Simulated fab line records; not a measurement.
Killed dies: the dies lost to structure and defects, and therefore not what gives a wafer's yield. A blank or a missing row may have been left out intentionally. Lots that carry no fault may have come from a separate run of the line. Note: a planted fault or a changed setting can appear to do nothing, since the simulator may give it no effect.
Lot-split experiment    flow n5Finfet    7 lots, 21 wafers read, on a route of 1938 steps

## THE SPLIT ITSELF
At N5_BEOL_M0_ETCH_138 (etches SiCN in CH3F/O2, target depth 12 nm, time 31.6 s), the setting biasW was moved away from the recipe's 75 W on 8 of the 21 wafers read, by -17.9% to +11.7%. This setting was run at the recipe's value on the other wafers.

The reading is taken at the split's own step.

## THE READING
rfVppV, in V, at N5_BEOL_M0_ETCH_138 (etches SiCN in CH3F/O2, target depth 12 nm, time 31.6 s). A value of 296.6 V with a standard deviation of 1.6 V is what fault-free wafers of this fab line usually give.

wafer   tool, chamber at the split  biasW as run, W  against the recipe  rfVppV, V  against lot-mates on the recipe
L077.1  rieDiel-04, 1               63.79            -14.9%              267.0      -28.9
L077.2  rieDiel-04, 0               63.79            -14.9%              266.3      -29.6
L077.5  rieDiel-04, 3               75               recipe              295.9      -
L078.1  rieDiel-06, 2               75               recipe              296.3      -
L078.4  rieDiel-06, 0               79.48            +6.0%               308.3      +11.4
L078.6  rieDiel-06, 1               75               recipe              297.4      -
L086.2  rieDiel-05, 2               75               recipe              298.4      -
L086.4  rieDiel-05, 2               75               recipe              298.3      -
L086.5  rieDiel-05, 0               75               recipe              295.0      -
L087.2  rieDiel-06, 0               75               recipe              295.6      -
L087.3  rieDiel-06, 2               61.58            -17.9%              260.6      -35.4
L087.5  rieDiel-06, 1               75               recipe              296.3      -
L093.1  rieDiel-04, 1               67.97            -9.4%               278.7      -21.7
L093.2  rieDiel-04, 2               75               recipe              300.4      -
L093.6  rieDiel-04, 3               67.97            -9.4%               278.3      -22.1
L094.3  rieDiel-06, 0               78.96            +5.3%               306.6      +11.2
L094.4  rieDiel-06, 0               75               recipe              295.5      -
L094.5  rieDiel-06, 2               75               recipe              295.3      -
L097.3  rieDiel-04, 1               83.75            +11.7%              316.0      +17.0
L097.4  rieDiel-04, 0               75               recipe              299.2      -
L097.6  rieDiel-04, 2               75               recipe              298.8      -

FIT RESULTS
A straight line over all 21 wafers: rfVppV changes by +1.95 V for each +1% of biasW; r = +0.99; the points scatter about the line by 1.7 V.
The same after taking each lot's own level away (the mean of its wafers on the recipe; 21 wafers): +1.94 V for each +1%; r = +0.99; scatter 1.8 V.
The reading moves by 35 V for the largest change in biasW, on that fit.
Measured against the standard deviation above, the lots' own levels, which go from 295.40 to 300.40 V, span 3.1 times it.
So the lot-to-lot level changes the slope little: the two slopes agree.
Check: for one of the wafers moved furthest among these (-17.9%), held out of the fit, the line's prediction against its lot-mates is -35.3 V. Against them it came out at -35.4 V.
Tool readings at the split's step, against how far the setting was moved: rfVppV r = +0.99.

## THE OTHER SPLITS THESE WAFERS WENT THROUGH
Note: prior to the reading, these wafers also went through further splits. Each is held against what the fit with the lots' levels taken away leaves over:
other split on the same wafers          wafers away from the commonest value  r with rfVppV (lot level and that fit taken away)
N5_GATE_CUT_COAT_35 spinRpm             11                                    -0.24
N5_MOL_CONTACT_COAG_COAT_76 spinRpm     8                                     +0.09
N5_MOL_CONTACT_COAG_CVD_140 targetThkA  4                                     +0.00
N5_BEOL_M0_SAQP_PECVD_04 timeS          5                                     -0.07
N5_BEOL_M0_CUTY_EXPOSE_54 doseMj        11                                    -0.36

## FILE'S OWN FIT
rfVppV changes by +1.93 V for each +1% of biasW, r = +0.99.
